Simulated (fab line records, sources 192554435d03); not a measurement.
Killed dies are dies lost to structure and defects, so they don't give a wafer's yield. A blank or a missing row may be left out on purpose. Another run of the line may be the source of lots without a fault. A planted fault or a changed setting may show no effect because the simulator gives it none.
Struck lot and sound lot, side by side	flow n5Finfet	15 out of 1938 route steps
Sound: the wafers L969.2, L969.3, L969.5. Struck: wafer L978.3 (left out: L978.1, L978.2 of the same lot, which were not struck); the cause appears at the end.
Order at every step that has rows: each side's tool, ch and its chambers, its first start. Under that, the readings that differ: sound wafers	struck wafers	difference of the means	sigmas: that difference in standard deviations of wafers without a fault.
alike: readings with means less than 2 such deviations apart, plus words and numbers identical on both sides. not compared: withheld readings, readings lacking a value on some wafer, bounds such as >300 that could conceal the same value, and numbers that have no deviation in the record and whose values overlap.
A row with sigmas, a row that says differs or no value, or rows on one side alone: a step with any of these is where the two part. Numbers that don't overlap but have no deviation are shown without sigmas and don't part them. Lack of a reading on every wafer of one side parts them only where that side has two or more wafers.

N5_BEOL_M11_STRIP_77: strips in N2/H2, time 10 s.
  sound: rieDiel-01 ch 0,1,2; struck: rieDiel-06 ch 1
reading	sound	struck	difference	sigmas
drypumpMotorCurrentA (A)	5.5 5.5 5.5	6.5	+1.0	+2
  alike: oesProductAu, rfVppV, showerheadPlenumPTorr, throttleValvePct
  not compared: rfHoursCounterH
N5_BEOL_M11_OCD_MEAS_38:
  struck on ocd-02, day 13 15:17; sound on ocd-01, day 10 09:41
  alike: trenchDepthNm
then, 4 steps without rows for these wafers: N5_BEOL_M11_HM_STRIP_39 (strips TiN in peroxide tin strip, target depth 25 nm, time 158 s); N5_BEOL_M11_SRD_40 (time 30 s); N5_BEOL_M11_PRECLEAN_42 (cleans in residue remover, time 60 s); N5_BEOL_M11_SRD_43 (time 30 s).
N5_BEOL_M11_CD_MEAS_35: target cd 70 nm.
  struck on cdSem-01, day 13 15:27; sound on cdSem-01, day 10 09:50
  alike: cdNm
N5_BEOL_M11_CURE_72: cures SiCOH lowk, time 120 s.
  sound on uvCure-02 ch 0, day 10 09:56; struck on uvCure-03 ch 2, day 13 15:29
  alike: lampPowerPct, wafer_temp_C_max
N5_BEOL_M11_DEGAS_44: time 60 s.
  struck on pvdSputter-01, day 13 15:51; sound on pvdSputter-03, day 10 10:41
  alike: heaterPowerW
N5_BEOL_M11_PRE_CLEAN_45: time 30 s.
  struck on pvdSputter-01, day 13 15:53; sound on pvdSputter-03, day 10 10:44
  alike: heaterPowerW
then, 2 steps without rows for these wafers: N5_BEOL_M11_ALD_74 (deposits TaN, target thk 2 nm, pulse time 2 s, purge time 3 s); N5_BEOL_M11_SURFACE_TREAT_76.
N5_BEOL_M11_CVD_75: deposits Co from CCTBA/H2, target thk 2 nm, time 138.9 s.
  sound on cvdCo-02 ch 1,2, day 10 11:11; struck on cvdCo-02 ch 0, day 13 16:34
reading	sound	struck	difference	sigmas
runLengthS (s)	161.7 161.7 162.5	128.3	-33.7	-58
N5_BEOL_M11_SPUTTER_48: material Cu, target thk 12 nm, time 2 s.
  struck on pvdSputter-03, day 13 16:45; sound on pvdSputter-02, day 10 11:23
  alike: throttleValvePct
-- a jump in the record: the struck wafers' starts before and after are 2 days apart (it breaks off in module BEOL_M11 and resumes in module PASSIVATION, where the first step shown is number 1936 of the route) --
N5_PASSIVATION_PROBE_49:
  struck on prober-02, day 15 22:34; sound on prober-02, day 12 00:12
reading	sound	struck	difference	sigmas
sort_bin_8_speed (%)	0 0.25 0	0	+0	-2
  alike: defectLimitedYield, killed_at_M0_to_M3, killed_at_M4_up, killedAtContacts, killedAtFrontEnd, killedAtOther, killedDies, killedOpen, killedShort, sort_bin_5_function, sort_bin_6_memory, sortNPass, sortYieldPct

## WHERE THEY PART
At N5_BEOL_M11_STRIP_77 first; at N5_PASSIVATION_PROBE_49 last (within this record only).

WHY: the cause the simulator had injected
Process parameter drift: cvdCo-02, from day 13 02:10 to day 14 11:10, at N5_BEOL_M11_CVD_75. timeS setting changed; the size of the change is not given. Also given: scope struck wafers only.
